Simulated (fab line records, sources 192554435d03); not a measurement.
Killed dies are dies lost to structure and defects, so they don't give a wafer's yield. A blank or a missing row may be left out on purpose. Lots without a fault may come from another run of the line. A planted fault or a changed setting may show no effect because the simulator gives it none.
Problem report in the 8D (eight disciplines) form, filled by code | flow n5_finfet | the parts of the form that need people (team, actions taken, sign-off) are left out

1. THE PROBLEM
M8_ILD_THK at N5_BEOL_M8_THK_MEAS_01 reads a mean of 204.9 nm on 3 wafers of 2 lots; wafers without a fault read 155.1 nm with a standard deviation of 1.7. That is +29 standard deviations from the usual mean.
First seen on wafer L317.3, day 12 19:29, on film_metro-01. The record holds 30 wafers of 10 lots with a number at this step. Rule for "out", or "out of limits": more than 4 standard deviations from the usual mean. The other wafers with a number count as sound.

2. WHAT IT IS AND WHAT IT IS NOT
question                    | is                           | is not
which readings at this step | M8_ILD_THK                   | -
which lots                  | L316, L317                   | L303, L306, L309, L310, L313, L315, L319, L326
which wafers of those lots  | L316.3, L316.4, L317.3       | L316.2, L317.4, L317.5
read on which gauges        | film_metro-01, film_metro-02 | -
when                        | from day 12 19:29            | up to then (20 sound wafers); but 7 sound wafers of L316, L319, L326 came after

3. SUSPECTS, AND WHAT RULES EACH OUT
Counting: a tool at a process step up to the reading stays a suspect if it ran every lot that is out. Sound lots after the first of them don't rule it out here, since some wafers of a struck lot are sound.
- the gauge at N5_BEOL_M8_THK_MEAS_01: ruled out. The wafers that are out were read on 2 gauges (film_metro-01, film_metro-02).
- rie_diel-02 at N5_BEOL_M7_ETCH_41 (etches SiCN in CH3F/O2, target depth 31.9 nm, time 57.8 s): kept. It ran every lot that is out, first L317 (day 12 16:17); its last sound lot up to then is L309 (day 10 11:28). N5_BEOL_M7_ETCH_41 gives no start for some lots, so the hours and the order of its lots are those of N5_BEOL_M7_CD_MEAS_35.
- pecvd-04 at N5_BEOL_M8_ILD_DEP_00 (deposits SiCOH lowk from DEMS/porogen, target thk 179.75 nm, time 33.4 s): kept. It ran every lot that is out, first L317 (day 12 18:55); its last sound lot up to then is L315 (day 12 11:27).
- Within pecvd-04 at N5_BEOL_M8_ILD_DEP_00: the wafers that are out ran in chamber 0; their sound lot-mates ran in chambers 1, 2.
Left after counting: rie_diel-02 at N5_BEOL_M7_ETCH_41, pecvd-04 at N5_BEOL_M8_ILD_DEP_00.

4. THE CAUSE (what the simulator had put in)
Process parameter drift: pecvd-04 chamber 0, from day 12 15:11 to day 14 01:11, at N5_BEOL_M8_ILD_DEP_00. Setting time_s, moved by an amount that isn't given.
Counting left 2 suspects, and this tool is among them.

5. THE CHAIN OF EFFECTS, in route order
Each row: a reading whose mean over the struck wafers that have a number lies more than 3 standard deviations from the usual. Only readings for which the record gives a usual standard deviation are gone through. hours: the time from each lot's start at the first step in this table that gives one to its start at this step, as a median over the lots. sigmas: the change in usual standard deviations.
hours | step                   | reading    | usual    | on struck wafers | change | sigmas
0     | N5_BEOL_M8_THK_MEAS_01 | M8_ILD_THK | 155.1 nm | 204.9            | +49.8  | +29

6. WHAT WOULD HAVE CAUGHT IT SOONER
In this record the first reading out of limits at a measuring or inspecting step was taken at day 12 19:29, 4 hours after the fault began at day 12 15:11.
Of the tool readings at N5_BEOL_M8_ILD_DEP_00 for which the record gives a usual standard deviation, none was out on any struck wafer, so an alarm limit of 4 standard deviations on them would not have fired.
Of the lots that are out (2), L316 began N5_BEOL_M8_ILD_DEP_00 on pecvd-04 after day 12 19:29. A hold on the tool at that time would have spared it.
